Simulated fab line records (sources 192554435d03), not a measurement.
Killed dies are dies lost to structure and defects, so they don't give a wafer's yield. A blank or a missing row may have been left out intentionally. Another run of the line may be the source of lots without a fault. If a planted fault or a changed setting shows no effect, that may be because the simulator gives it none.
Lot-split experiment | flow n5 finfet | 21 wafers read across 7 lots, on a route 1938 steps long

## SPLIT DETAILS
At N5_BEOL_M1_COAT_05 (resist thk 30 nm), the setting spin rpm was moved away from the recipe's 1500 rpm on 8 of the 21 wafers read, by -7.8% to +7.7%. The other wafers ran this setting at the recipe's value.

## FROM THE SPLIT TO THE READING: what the file shows between them, 3 steps
- N5_BEOL_M1_EBR_07
- N5_BEOL_M1_SOFTBAKE_06: time 60 s
- N5_BEOL_M1_DESCUM_16: chemistry O2, time 7 s

## THE READING
CAR-EUV_of_BEOL_M1_COAT_05.thk nm (the simulator's own value, which no gauge read), in nm, at N5_BEOL_M1_ETCH_74 (etches underlayer in N2/H2, target depth 6.5 nm, time 5.2 s). The file gives no usual value for it. Across the 13 wafers here that went through the recipe, the average is 20.3 nm and the standard deviation 0.1 nm.

wafer  | tool, chamber at the split | spin rpm as run, rpm | against the recipe | CAR-EUV_of_BEOL_M1_COAT_05.thk nm, nm | against lot-mates on the recipe
L077.1 | litho track-03, 0          | 1500                 | recipe             | 20.2                                  | -
L077.6 | litho track-03, 0          | 1500                 | recipe             | 20.2                                  | -
L077.4 | litho track-03, 0          | 1550                 | +3.3%              | 20                                    | -0.2
L080.2 | litho track-03, 0          | 1500                 | recipe             | 20.4                                  | -
L080.5 | litho track-03, 0          | 1500                 | recipe             | 20.4                                  | -
L080.6 | litho track-03, 0          | 1450                 | -3.3%              | 20.8                                  | +0.4
L082.4 | litho track-04, 0          | 1500                 | recipe             | 20.2                                  | -
L082.5 | litho track-04, 0          | 1583                 | +5.5%              | 19.6                                  | -0.6
L082.6 | litho track-04, 0          | 1583                 | +5.5%              | 19.6                                  | -0.6
L090.3 | litho track-03, 0          | 1500                 | recipe             | 20.4                                  | -
L090.5 | litho track-03, 0          | 1427                 | -4.9%              | 21.2                                  | +0.9
L090.6 | litho track-03, 0          | 1500                 | recipe             | 20.2                                  | -
L089.2 | litho track-04, 0          | 1500                 | recipe             | 20.4                                  | -
L089.5 | litho track-04, 0          | 1500                 | recipe             | 20.4                                  | -
L089.3 | litho track-04, 0          | 1383                 | -7.8%              | 21.6                                  | +1.2
L092.1 | litho track-03, 0          | 1616                 | +7.7%              | 19.2                                  | -1.0
L092.4 | litho track-03, 0          | 1616                 | +7.7%              | 19.2                                  | -1.0
L092.5 | litho track-03, 0          | 1500                 | recipe             | 20.2                                  | -
L096.3 | litho track-03, 0          | 1500                 | recipe             | 20.4                                  | -
L096.6 | litho track-03, 0          | 1500                 | recipe             | 20.4                                  | -
L096.5 | litho track-03, 0          | 1500                 | recipe             | 20.2                                  | -

THE FIT
A straight line over all 21 wafers: CAR-EUV_of_BEOL_M1_COAT_05.thk nm changes by -0.148 nm for each +1% of spin rpm; r = -0.98; the points scatter about the line by 0.11 nm.
The same after taking each lot's own level away (the mean of its wafers on the recipe; 21 wafers): -0.134 nm for each +1%; r = -0.98; scatter 0.1 nm.
On that fit, the largest move of spin rpm shifts the reading by 1 nm.
From 20.20 to 20.40 nm: that is the span of the lots' own levels, equal to 2.0 times the standard deviation above.
So the slope is not independent of the lot-to-lot level: the two fits are not the same.
Check: +1.04 nm against its lot-mates is what the line predicts for one of the wafers moved furthest among these (-7.8%) when that wafer is left out of the fit. It came out at +1.2 nm against them.

## FURTHER SPLITS ON THESE WAFERS
Other splits were also applied to these wafers ahead of the reading. Each is held against what the fit with the lots' levels taken away leaves over:
other split on the same wafers          | wafers away from the commonest value | r with CAR-EUV_of_BEOL_M1_COAT_05.thk nm (lot level and that fit taken away)
N5_GATE_CUT_CUT_ETCH_54 icp w           | 8                                    | +0.04
N5_MOL_CONTACT_COAG_ETCHBACK_135 time s | 7                                    | +0.04
N5_BEOL_M0_SAQP_COAT_08 spin rpm        | 7                                    | -0.15
N5_BEOL_M0_SAQP_DESCUM_45 time s        | 6                                    | +0.00

## THE WHOLE CHAIN: every reading that the file lists as answering this split, in the file's order
step               | what it does                                                | reading                                                                            | change (the file's fit)               | r (the file's)
N5_BEOL_M1_COAT_05 | resist thk 30 nm                                            | CAR-EUV_of_BEOL_M1_COAT_05.thk nm (the simulator's own value, which no gauge read) | -0.15 nm for each +1% of the setting  | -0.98
N5_BEOL_M1_ETCH_74 | etches underlayer in N2/H2, target depth 6.5 nm, time 5.2 s | CAR-EUV_of_BEOL_M1_COAT_05.thk nm (the simulator's own value, which no gauge read) | -0.136 nm for each +1% of the setting | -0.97

## FILE'S OWN FIT
CAR-EUV_of_BEOL_M1_COAT_05.thk nm changes by -0.136 nm for each +1% of spin rpm, r = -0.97.
